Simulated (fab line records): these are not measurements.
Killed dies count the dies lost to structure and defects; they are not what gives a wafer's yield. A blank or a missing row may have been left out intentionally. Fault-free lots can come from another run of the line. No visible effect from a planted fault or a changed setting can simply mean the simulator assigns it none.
fab line records -- flow n5-finfet -- part 1 of 2: steps 1 to 27 of 33
record: lots: 5, wafers: 15, last-day: 14
route steps=1938 shown BEOL_M15@1778
lots with no fault: from the same line, run without faults
start-h: the number of hours between the record's first day and the start of the first shown wafer of the lot -- wait-h: hours since the lot's step before -- " identical to the entry in the row above -- L1.1+2: several wafers, shown together as one row -- - no value present, or no start provided -- * or withheld: withheld -- < > ~ a bound
route shown NAME@n: NAME is a module with steps in the file, n the number in the route of the first one -- usual: mean/standard deviation of fault-free wafers -- same: alike in all rows -- chamber/n: place in a boat -- sites: per-site readings -- _std_site: standard deviation of those values -- _edge_site: inner sites' mean taken away from outer sites' mean -- radius-mm: how far each site lies from the wafer's centre -- mask NAME#n: copy n -- behind: tool/chamber where the wafer was last shaped -- hold: what put the lot on hold/how long, in hours/how the hold closed -- device: names the non-switching transistor (n, p or np) -- end of line: the tests these same wafers got at the end of their route -- a step without rows: its recipe alone -- killed: count of dies lost to structure and defects at first sort (not the wafer's yield) -- map: shows each die of a wafer: x if killed, . if not, _ if none is there
set.NAME: the setting that was run; set.NAME@STEP: the one run at that earlier step -- model.NAME: the simulator's own value behind a step, which no gauge read
lots seen at some steps along the route; tables by step, rows by wafer
services: from which hour (start-h, from the record's first day; less than 0 if before it) a tool's chamber was out of use, for how many hours, and why
== steps ==
step: N5_BEOL_M15_SOFTBAKE_05
recipe: temp-c: 130, time-s: 60
lot.wafer,tool,chamber,start-h,wait-h
L074.1+2+4,litho-track-05,0,-,-
L076.1+2+5,litho-track-01,0,-,-
L080.3+5+6,litho-track-02,0,-,-
L081.1+3+4,litho-track-01,0,-,-
L085.1+3+6,litho-track-01,0,-,-
step: N5_BEOL_M15_EXPOSE_07
recipe: mask-id: V14, na: 0.8, source-shape: annular, sigma-inner: 0.5, sigma-outer: 0.8, polarization: unpolarized, attpsm-phase-deg: 180, dose-mj: 41.25
lot.wafer,tool,chamber,start-h,wait-h,mask
L074.1+2+4,krf-scanner-01,0,239.63,-,V14#0
L076.1+2+5,krf-scanner-01,0,255.39,-,V14#0
L080.3+5+6,krf-scanner-02,0,281.70,-,V14#0
L081.1+3+4,krf-scanner-02,0,287.19,-,V14#0
L085.1+3+6,krf-scanner-02,0,314.97,-,V14#0
step: N5_BEOL_M15_PEB_08
recipe: peb-temp-c: 130, peb-time-s: 90
lot.wafer,tool,chamber,start-h,wait-h
L074.1+2+4,litho-track-01,0,239.68,0.1
L076.1+2+5,litho-track-01,0,255.44,0.1
L080.3+5+6,litho-track-02,0,281.75,0.0
L081.1+3+4,litho-track-02,0,287.25,0.1
L085.1+3+6,litho-track-01,0,315.03,0.1
step: N5_BEOL_M15_DEVELOP_09
recipe: develop-time-s: 45, rinse-liquid: diw, dry: air-spin, dev-temp-c: 21
same: develop-time-s: 45
lot.wafer,tool,chamber,start-h,wait-h
L074.1+2+4,litho-track-01,0,-,-
L076.1+2+5,litho-track-01,0,-,-
L080.3+5+6,litho-track-02,0,-,-
L081.1+3+4,litho-track-02,0,-,-
L085.1+3+6,litho-track-01,0,-,-
step: N5_BEOL_M15_HARDBAKE_14
recipe: temp-c: 130, time-s: 120
lot.wafer,tool,chamber,start-h,wait-h
L074.1+2+4,litho-track-01,0,-,-
L076.1+2+5,litho-track-01,0,-,-
L080.3+5+6,litho-track-02,0,-,-
L081.1+3+4,litho-track-02,0,-,-
L085.1+3+6,litho-track-01,0,-,-
step: N5_BEOL_M15_CD_MEAS_10
recipe: target-cd-nm: 360, landing-energy-ev: 500, detector: se-inlens, polarity: opening
usual: cd-nm: 360.5/1.7
lot.wafer,tool,chamber,start-h,wait-h,cd-nm
L074.1,cd-sem-02,0,239.80,-,359.1
L074.2,cd-sem-02,0,239.80,-,360.5
L074.4,cd-sem-02,0,239.80,-,360.7
L076.1,cd-sem-03,0,255.56,-,360.7
L076.2,cd-sem-03,0,255.56,-,361.2
L076.5,cd-sem-03,0,255.56,-,362.6
L080.3,cd-sem-01,0,281.87,-,358.1
L080.5,cd-sem-01,0,281.87,-,363.4
L080.6,cd-sem-01,0,281.87,-,359.8
L081.1,cd-sem-03,0,287.37,-,359.7
L081.3,cd-sem-03,0,287.37,-,358.4
L081.4,cd-sem-03,0,287.37,-,360.3
L085.1,cd-sem-02,0,315.15,-,362.6
L085.3,cd-sem-02,0,315.15,-,360.5
L085.6,cd-sem-02,0,315.15,-,360.9
step: N5_BEOL_M15_OVL_MEAS_11
recipe: points-per-wafer: 44
usual: V14_OVL: 2/5.3
lot.wafer,tool,chamber,start-h,wait-h,V14_OVL[nm]
L074.1,overlay-01,0,239.83,0.0,-4
L074.2,overlay-01,0,239.83,0.0,5
L074.4,overlay-01,0,239.83,0.0,5
L076.1,overlay-02,0,255.59,0.0,7
L076.2,overlay-02,0,255.59,0.0,11
L076.5,overlay-02,0,255.59,0.0,11
L080.3,overlay-02,0,281.90,0.0,-8
L080.5,overlay-02,0,281.90,0.0,-5
L080.6,overlay-02,0,281.90,0.0,1
L081.1,overlay-01,0,287.40,0.0,-3
L081.3,overlay-01,0,287.40,0.0,-3
L081.4,overlay-01,0,287.40,0.0,-2
L085.1,overlay-01,0,315.18,0.0,-4
L085.3,overlay-01,0,315.18,0.0,-2
L085.6,overlay-01,0,315.18,0.0,1
step: N5_BEOL_M15_INSPECT_12
recipe: mode: adi, inspect-instrument: macro
usual: raw-defect-count: 2/1.5
lot.wafer,tool,chamber,start-h,wait-h,raw-defect-count
L074.1,defect-inspect-01,-,239.85,0.0,2
L074.2,defect-inspect-01,-,239.85,0.0,0
L074.4,defect-inspect-01,-,239.85,0.0,2
L076.1,defect-inspect-01,-,255.61,0.0,3
L076.2,defect-inspect-01,-,255.61,0.0,5
L076.5,defect-inspect-01,-,255.61,0.0,3
L080.3,defect-inspect-01,-,281.92,0.0,2
L080.5,defect-inspect-01,-,281.92,0.0,3
L080.6,defect-inspect-01,-,281.92,0.0,1
L081.1,defect-inspect-02,-,287.42,0.0,2
L081.3,defect-inspect-02,-,287.42,0.0,6
L081.4,defect-inspect-02,-,287.42,0.0,1
L085.1,defect-inspect-01,-,315.20,0.0,2
L085.3,defect-inspect-01,-,315.20,0.0,4
L085.6,defect-inspect-01,-,315.20,0.0,5
step: N5_BEOL_M15_DESCUM_15
recipe: chemistry: O2, time-s: 7.9, source-power-w: 50, bias-power-w: 20, pressure-mtorr: 20, rf-frequency-hz: 2.712e+07, temp-c: 40, o2-flow-sccm: 225
usual: drypump-motor-current-A: 5.7/0.41, oes-product-au: 0.76/0.095, rf-vpp-V: 242.9/1.4, showerhead-plenum-p-Torr: 2.08/0.062, throttle-valve-pct: 20.55/0.29
lot.wafer,tool,chamber,start-h,wait-h,drypump-motor-current-A,oes-product-au,rf-hours-counter-h,rf-vpp-V,showerhead-plenum-p-Torr,throttle-valve-pct
L074.1,rie-diel-04,3,239.89,0.0,5.9,0.69,237,242.4,2.08,21.01
L074.2,rie-diel-04,0,239.89,0.0,4.7,0.67,222,240.7,1.99,20.74
L074.4,rie-diel-04,2,239.89,0.0,5.7,0.71,202,243.0,2.17,20.20
L076.1,rie-diel-03,2,255.65,0.0,5.5,0.73,192,240.2,2.00,20.72
L076.2,rie-diel-03,3,255.65,0.0,5.2,0.72,204,246.1,2.18,20.72
L076.5,rie-diel-03,2,255.65,0.0,5.4,0.72,-,240.8,2.00,20.75
L080.3,rie-diel-03,0,281.96,0.0,5.6,0.70,177,245.8,2.18,20.78
L080.5,rie-diel-03,1,281.96,0.0,5.8,0.71,-,242.4,2.09,20.76
L080.6,rie-diel-03,0,281.96,0.0,5.6,0.71,-,244.5,2.18,20.76
L081.1,rie-diel-04,2,287.48,0.1,5.7,0.70,217,243.4,2.16,20.25
L081.3,rie-diel-04,0,287.48,0.1,4.7,0.67,234,239.9,1.99,20.75
L081.4,rie-diel-04,3,287.48,0.1,5.9,0.69,250,241.4,2.07,21.03
L085.1,rie-diel-04,1,315.32,0.1,6.1,0.89,44,243.0,2.04,20.23
L085.3,rie-diel-04,3,315.32,0.1,5.9,1.00,3,242.3,2.07,20.70
L085.6,rie-diel-04,2,315.32,0.1,5.8,0.69,-,244.5,2.16,20.26
step: N5_BEOL_M15_ETCH_59
recipe: chemistry: N2/H2, target: BARC, target-depth-a: 890, overetch-a: 267, time-s: 67.9, ion-energy-ev: 200, pressure-mtorr: 30, source-w: 840, bias-w: 150, n2-flow-sccm: 200, h2-flow-sccm: 200
usual: bias-w: 150.1/0.41, drypump-motor-current-A: 5.7/0.41, oes-product-au: 0.65/0.073, rf-vpp-V: 523.3/2.4, showerhead-plenum-p-Torr: 2.52/0.077, throttle-valve-pct: 17.94/0.26
lot.wafer,tool,chamber,start-h,wait-h,bias-w,drypump-motor-current-A,oes-product-au,rf-hours-counter-h,rf-vpp-V,showerhead-plenum-p-Torr,throttle-valve-pct
L074.1,rie-diel-04,3,239.92,0.0,149.2,5.9,0.60,237,523.0,2.50,18.30
L074.2,rie-diel-04,0,239.92,0.0,149.4,4.7,0.59,222,518.6,2.41,18.28
L074.4,rie-diel-04,2,239.92,0.0,150.3,5.8,0.61,202,524.8,2.63,17.59
L076.1,rie-diel-03,2,255.68,0.0,150.8,5.5,0.63,192,520.0,2.42,18.18
L076.2,rie-diel-03,3,255.68,0.0,150.4,5.3,0.62,204,526.8,2.62,17.95
L076.5,rie-diel-03,2,255.68,0.0,150.4,5.5,0.63,-,519.5,2.42,18.18
L080.3,rie-diel-03,0,281.99,0.0,150.0,5.6,0.60,177,526.5,2.66,18.24
L080.5,rie-diel-03,1,281.99,0.0,150.7,5.8,0.62,-,519.8,2.51,18.08
L080.6,rie-diel-03,0,281.99,0.0,150.4,5.6,0.61,-,526.1,2.65,18.22
L081.1,rie-diel-04,2,287.51,0.0,149.9,5.8,0.59,217,526.0,2.62,17.60
L081.3,rie-diel-04,0,287.51,0.0,150.3,4.7,0.57,234,518.3,2.41,18.29
L081.4,rie-diel-04,3,287.51,0.0,149.8,6.0,0.59,250,523.2,2.50,18.31
L085.1,rie-diel-04,1,315.36,0.0,150.5,6.1,0.76,44,522.6,2.48,17.68
L085.3,rie-diel-04,3,315.36,0.0,150.3,5.9,0.83,3,522.4,2.50,17.91
L085.6,rie-diel-04,2,315.36,0.0,150.1,5.7,0.59,-,526.2,2.62,17.63
step: N5_BEOL_M15_VIA_ETCH_16
recipe: chemistry: C4F8/O2/Ar, target: SiO2, he-inner-torr: 15, he-outer-torr: 30, target-depth-a: 17922, time-s: withheld, ion-energy-ev: 800, pressure-mtorr: 20, source-w: 1905, bias-w: 2040, Ar_flow_sccm: 400, C4F8_flow_sccm: 16, O2_flow_sccm: 12, ends: cleared
usual: bias-w: 2040/5.9, drypump-motor-current-A: 5.7/0.41, oes-product-au: 0.68/0.084, rf-vpp-V: 2211/32, showerhead-plenum-p-Torr: 3.42/0.094, throttle-valve-pct: 30.94/0.27
lot.wafer,tool,chamber,start-h,wait-h,bias-w,drypump-motor-current-A,oes-product-au,rf-vpp-V,showerhead-plenum-p-Torr,throttle-valve-pct
L074.1,rie-diel-04,3,239.97,0.0,2034,6.0,0.63,2239,3.40,31.29
L074.2,rie-diel-04,0,239.97,0.0,2034,4.7,0.62,2236,3.28,31.17
L074.4,rie-diel-04,2,239.97,0.0,2040,5.8,0.63,2209,3.53,30.43
L076.1,rie-diel-03,2,255.73,0.0,2040,5.5,0.66,2162,3.31,31.27
L076.2,rie-diel-03,3,255.73,0.0,2036,5.3,0.66,2220,3.57,31.06
L076.5,rie-diel-03,2,255.73,0.0,2037,5.5,0.66,2159,3.31,31.27
L080.3,rie-diel-03,0,282.04,0.0,2046,5.6,0.63,2226,3.56,31.11
L080.5,rie-diel-03,1,282.04,0.0,2047,5.8,0.64,2220,3.43,31.32
L080.6,rie-diel-03,0,282.04,0.0,2036,5.7,0.63,2223,3.56,31.12
L081.1,rie-diel-04,2,287.56,0.0,2040,5.7,0.63,2208,3.52,30.45
L081.3,rie-diel-04,0,287.56,0.0,2052,4.7,0.61,2235,3.27,31.18
L081.4,rie-diel-04,3,287.56,0.0,2041,5.9,0.62,2238,3.39,31.33
L085.1,rie-diel-04,1,315.41,0.0,2042,6.1,0.80,2246,3.39,30.94
L085.3,rie-diel-04,3,315.41,0.0,2035,5.9,0.90,2238,3.39,31.21
L085.6,rie-diel-04,2,315.41,0.0,2035,5.7,0.62,2207,3.52,30.45
step: N5_BEOL_M15_STRIP_63
recipe: chemistry: O2, power-w: 600, temp-c: 60, pressure-mtorr: 30, rf-frequency-hz: 6e+07, bias-power-w: 0, overash-fraction: 0.3, o2-flow-sccm: 225
usual: drypump-motor-current-A: 5.7/0.41, oes-product-au: 0.76/0.095, rf-vpp-V: 3.6/0.73, showerhead-plenum-p-Torr: 2.09/0.062, throttle-valve-pct: 16.79/0.28
lot.wafer,tool,chamber,start-h,wait-h,drypump-motor-current-A,oes-product-au,rf-hours-counter-h,rf-vpp-V,showerhead-plenum-p-Torr,throttle-valve-pct
L074.1,rie-diel-04,3,-,-,5.9,0.70,237,4.7,2.08,17.26
L074.2,rie-diel-04,0,-,-,4.7,0.66,222,3.6,2.00,16.98
L074.4,rie-diel-04,2,-,-,5.8,0.71,202,3.8,2.17,16.47
L076.1,rie-diel-03,2,-,-,5.5,0.72,192,4.4,2.00,16.99
L076.2,rie-diel-03,3,-,-,5.2,0.74,204,3.8,2.18,17.01
L076.5,rie-diel-03,2,-,-,5.5,0.72,-,4.2,2.00,16.97
L080.3,rie-diel-03,0,-,-,5.6,0.71,177,4.1,2.18,16.99
L080.5,rie-diel-03,1,-,-,5.7,0.72,-,4.4,2.09,16.97
L080.6,rie-diel-03,0,-,-,5.6,0.70,-,4.9,2.18,17.00
L081.1,rie-diel-04,2,-,-,5.7,0.71,217,3.6,2.17,16.51
L081.3,rie-diel-04,0,-,-,4.7,0.67,234,3.0,2.00,16.98
L081.4,rie-diel-04,3,-,-,5.9,0.69,250,3.5,2.08,17.29
L085.1,rie-diel-04,1,-,-,6.1,0.89,44,3.4,2.04,16.44
L085.3,rie-diel-04,3,-,-,5.9,1.01,3,3.7,2.08,16.82
L085.6,rie-diel-04,2,-,-,5.7,0.70,-,4.2,2.16,16.52
step: N5_BEOL_M15_STRIP_64
recipe: chemistry: O2, power-w: 600, temp-c: 60, pressure-mtorr: 30, rf-frequency-hz: 6e+07, bias-power-w: 0, overash-fraction: 0.3, o2-flow-sccm: 225
usual: drypump-motor-current-A: 5.7/0.41, oes-product-au: 0.76/0.094, rf-vpp-V: 3.7/0.42, showerhead-plenum-p-Torr: 2.09/0.062, throttle-valve-pct: 16.79/0.28
lot.wafer,tool,chamber,start-h,wait-h,drypump-motor-current-A,oes-product-au,rf-hours-counter-h,rf-vpp-V,showerhead-plenum-p-Torr,throttle-valve-pct
L074.1,rie-diel-04,3,-,-,5.9,0.70,237,3.7,2.08,17.25
L074.2,rie-diel-04,0,-,-,4.7,0.67,222,4.0,2.00,16.96
L074.4,rie-diel-04,2,-,-,5.8,0.71,202,3.5,2.17,16.48
L076.1,rie-diel-03,2,-,-,5.5,0.72,192,2.9,2.00,16.98
L076.2,rie-diel-03,3,-,-,5.2,0.73,204,4.0,2.18,17.01
L076.5,rie-diel-03,2,-,-,5.5,0.72,-,3.2,2.00,16.98
L080.3,rie-diel-03,0,-,-,5.7,0.71,177,4.1,2.18,17.00
L080.5,rie-diel-03,1,-,-,5.8,0.73,-,3.2,2.09,16.96
L080.6,rie-diel-03,0,-,-,5.6,0.71,-,4.0,2.18,17.02
L081.1,rie-diel-04,2,-,-,5.7,0.70,217,3.9,2.17,16.52
L081.3,rie-diel-04,0,-,-,4.7,0.67,234,3.9,2.00,16.99
L081.4,rie-diel-04,3,-,-,6.0,0.69,250,4.6,2.08,17.28
L085.1,rie-diel-04,1,-,-,6.0,0.88,44,3.7,2.04,16.46
L085.3,rie-diel-04,3,-,-,5.9,0.99,3,3.1,2.08,16.85
L085.6,rie-diel-04,2,-,-,5.8,0.69,-,4.3,2.16,16.54
step: N5_BEOL_M15_STRIP_65
recipe: chemistry: post-etch-residue-remover, time-s: 60, temp-c: 25, remover-ph: withheld, remover-water-wt-pct: withheld, remover-fluoride-wt-pct: withheld
lot.wafer,tool,chamber,start-h,wait-h
L074.1+2+4,wet-bench-05,"0,7,5",240.32,-
L076.1+2+5,wet-bench-04,"0,7,1",256.08,-
L080.3+5+6,wet-bench-04,"1,3,5",282.39,-
L081.1+3+4,wet-bench-01,"5,4,3",287.91,-
L085.1+3+6,wet-bench-01,"6,5,4",315.76,-
step: N5_BEOL_M15_SRD_66
recipe: time-s: 30, temp-c: 23, rinse-liquid: diw, dry: n2-spin, spin-rpm: 1500, dry-time-s: 30
lot.wafer,tool,chamber,start-h,wait-h
L074.1+2+4,wet-bench-05,"0,7,5",240.37,0.0
L076.1+2+5,wet-bench-04,"0,7,1",256.10,0.0
L080.3+5+6,wet-bench-04,"1,3,5",282.43,0.0
L081.1+3+4,wet-bench-01,"5,4,3",287.93,0.0
L085.1+3+6,wet-bench-01,"6,5,4",315.78,0.0
step: N5_BEOL_M15_CD_MEAS_17
recipe: target-cd-nm: 360, polarity: opening
usual: cd-nm: 361.5/2
lot.wafer,tool,chamber,start-h,wait-h,cd-nm
L074.1,cd-sem-03,-,240.43,0.0,359.9
L074.2,cd-sem-03,-,240.43,0.0,362.5
L074.4,cd-sem-03,-,240.43,0.0,362.1
L076.1,cd-sem-01,-,256.14,0.0,361.2
L076.2,cd-sem-01,-,256.14,0.0,362.9
L076.5,cd-sem-01,-,256.14,0.0,364.0
L080.3,cd-sem-01,-,282.49,0.0,358.8
L080.5,cd-sem-01,-,282.49,0.0,363.2
L080.6,cd-sem-01,-,282.49,0.0,360.6
L081.1,cd-sem-02,-,287.97,0.0,360.3
L081.3,cd-sem-02,-,287.97,0.0,360.9
L081.4,cd-sem-02,-,287.97,0.0,359.1
L085.1,cd-sem-03,-,315.82,0.0,363.4
L085.3,cd-sem-03,-,315.82,0.0,362.2
L085.6,cd-sem-03,-,315.82,0.0,363.2
step: N5_BEOL_M15_COAT_56
recipe: resist: SOC, temp-c: 250, time-s: 60, spin-rpm: 1500, resist-thk-nm: 550
lot.wafer,tool,chamber,start-h,wait-h
L074.1+2+4,litho-track-05,0,240.47,0.0
L076.1+2+5,litho-track-01,0,256.18,0.0
L080.3+5+6,litho-track-02,0,282.54,0.0
L081.1+3+4,litho-track-01,0,288.01,0.0
L085.1+3+6,litho-track-01,0,315.86,0.0
step: N5_BEOL_M15_ETCH_57
recipe: chemistry: N2/H2, target: SOC, source-w: 3000, bias-w: 350, time-s: 750, ion-energy-ev: 200, pressure-mtorr: 30, n2-flow-sccm: 200, h2-flow-sccm: 200
usual: bias-w: 350.2/1.1, drypump-motor-current-A: 5.7/0.38, oes-product-au: 0.76/0.087, rf-vpp-V: 523.6/2.3, showerhead-plenum-p-Torr: 2.53/0.075, throttle-valve-pct: 17.83/0.25
lot.wafer,tool,chamber,start-h,wait-h,bias-w,drypump-motor-current-A,oes-product-au,rf-hours-counter-h,rf-vpp-V,showerhead-plenum-p-Torr,throttle-valve-pct
L074.1,rie-diel-03,2,240.59,-,348.8,5.5,0.72,187,521.1,2.42,18.04
L074.2,rie-diel-03,1,240.59,-,350.0,5.8,0.73,201,521.8,2.52,17.93
L074.4,rie-diel-03,3,240.59,-,349.8,5.2,0.73,201,525.7,2.62,17.82
L076.1,rie-diel-03,1,256.46,-,351.7,5.8,0.72,206,523.1,2.51,17.95
L076.2,rie-diel-03,2,256.46,-,349.5,5.5,0.71,193,520.0,2.42,18.08
L076.5,rie-diel-03,1,256.46,-,350.8,5.7,0.72,-,523.6,2.51,17.95
L080.3,rie-diel-04,0,282.60,-,349.8,4.8,0.67,233,521.7,2.41,18.17
L080.5,rie-diel-04,2,282.60,-,351.1,5.7,0.71,-,525.5,2.62,17.53
L080.6,rie-diel-04,1,282.60,-,350.7,6.1,0.90,-,522.2,2.49,17.53
L081.1,rie-diel-01,2,288.08,-,348.1,6.2,0.69,200,524.1,2.53,18.02
L081.3,rie-diel-01,0,288.08,-,350.7,5.3,0.92,25,525.4,2.58,17.72
L081.4,rie-diel-01,1,288.08,-,352.4,6.0,0.83,63,525.4,2.56,17.38
L085.1,rie-diel-01,1,315.92,-,352.1,6.0,0.82,73,525.5,2.56,17.38
L085.3,rie-diel-01,1,315.92,-,352.7,6.0,0.82,-,525.7,2.56,17.39
L085.6,rie-diel-01,1,315.92,-,350.3,6.0,0.82,-,523.8,2.56,17.40
step: N5_BEOL_M15_COAT_60
recipe: resist: BARC, temp-c: 205, time-s: 60, spin-rpm: 1500, resist-thk-nm: 89
lot.wafer,tool,chamber,start-h,wait-h
L074.1+2+4,litho-track-05,0,241.09,0.3
L076.1+2+5,litho-track-01,0,256.97,0.3
L080.3+5+6,litho-track-02,0,283.10,0.3
L081.1+3+4,litho-track-05,0,288.58,0.3
L085.1+3+6,litho-track-05,0,316.66,0.5
step: N5_BEOL_M15_COAT_22
recipe: spin-rpm: 1704, resist-thk-nm: 800
lot.wafer,tool,chamber,start-h,wait-h
L074.1+2+4,litho-track-05,0,-,-
L076.1+2+5,litho-track-01,0,-,-
L080.3+5+6,litho-track-02,0,-,-
L081.1+3+4,litho-track-05,0,-,-
L085.1+3+6,litho-track-05,0,-,-
step: N5_BEOL_M15_EBR_24
recipe: solvent: PGMEA, ebr-width-mm: 1.5
lot.wafer,tool,chamber,start-h,wait-h
L074.1+2+4,litho-track-05,0,-,-
L076.1+2+5,litho-track-01,0,-,-
L080.3+5+6,litho-track-02,0,-,-
L081.1+3+4,litho-track-05,0,-,-
L085.1+3+6,litho-track-05,0,-,-
step: N5_BEOL_M15_SOFTBAKE_23
recipe: temp-c: 130, time-s: 60
lot.wafer,tool,chamber,start-h,wait-h
L074.1+2+4,litho-track-05,0,-,-
L076.1+2+5,litho-track-01,0,-,-
L080.3+5+6,litho-track-02,0,-,-
L081.1+3+4,litho-track-05,0,-,-
L085.1+3+6,litho-track-05,0,-,-
step: N5_BEOL_M15_EXPOSE_25
recipe: mask-id: M15, na: 0.8, source-shape: annular, sigma-inner: 0.5, sigma-outer: 0.8, polarization: unpolarized, target-cd-nm: 400, dose-mj: 35.5
lot.wafer,tool,chamber,start-h,wait-h,mask
L074.1+2+4,krf-scanner-01,0,241.19,-,M15#0
L076.1+2+5,krf-scanner-02,0,257.19,-,M15#0
L080.3+5+6,krf-scanner-02,0,283.34,-,M15#0
L081.1+3+4,krf-scanner-02,0,288.68,-,M15#0
L085.1+3+6,krf-scanner-01,0,316.88,-,M15#0
step: N5_BEOL_M15_PEB_26
recipe: peb-temp-c: 130, peb-time-s: 90
lot.wafer,tool,chamber,start-h,wait-h
L074.1+2+4,litho-track-05,0,241.25,0.1
L076.1+2+5,litho-track-02,0,257.25,0.1
L080.3+5+6,litho-track-05,0,283.38,0.0
L081.1+3+4,litho-track-01,0,288.73,0.1
L085.1+3+6,litho-track-05,0,316.94,0.1
step: N5_BEOL_M15_DEVELOP_27
recipe: develop-time-s: 45, rinse-liquid: diw, dry: air-spin, dev-temp-c: 21
same: develop-time-s: 45
lot.wafer,tool,chamber,start-h,wait-h
L074.1+2+4,litho-track-05,0,-,-
L076.1+2+5,litho-track-02,0,-,-
L080.3+5+6,litho-track-05,0,-,-
L081.1+3+4,litho-track-01,0,-,-
L085.1+3+6,litho-track-05,0,-,-
step: N5_BEOL_M15_HARDBAKE_32
recipe: temp-c: 130, time-s: 120
lot.wafer,tool,chamber,start-h,wait-h
L074.1+2+4,litho-track-05,0,-,-
L076.1+2+5,litho-track-02,0,-,-
L080.3+5+6,litho-track-05,0,-,-
L081.1+3+4,litho-track-01,0,-,-
L085.1+3+6,litho-track-05,0,-,-
step: N5_BEOL_M15_CD_MEAS_28
recipe: target-cd-nm: 407.6, landing-energy-ev: 500, detector: se-inlens
usual: cd-nm: 407.1/2.1
lot.wafer,tool,chamber,start-h,wait-h,cd-nm
L074.1,cd-sem-02,0,241.36,-,406.8
L074.2,cd-sem-02,0,241.36,-,407.4
L074.4,cd-sem-02,0,241.36,-,406.4
L076.1,cd-sem-03,0,257.36,-,405.7
L076.2,cd-sem-03,0,257.36,-,406.9
L076.5,cd-sem-03,0,257.36,-,409.0
L080.3,cd-sem-01,0,283.50,-,410.8
L080.5,cd-sem-01,0,283.50,-,408.0
L080.6,cd-sem-01,0,283.50,-,407.5
L081.1,cd-sem-01,0,288.85,-,409.8
L081.3,cd-sem-01,0,288.85,-,411.0
L081.4,cd-sem-01,0,288.85,-,412.3
L085.1,cd-sem-02,0,317.06,-,403.6
L085.3,cd-sem-02,0,317.06,-,401.7
L085.6,cd-sem-02,0,317.06,-,405.8
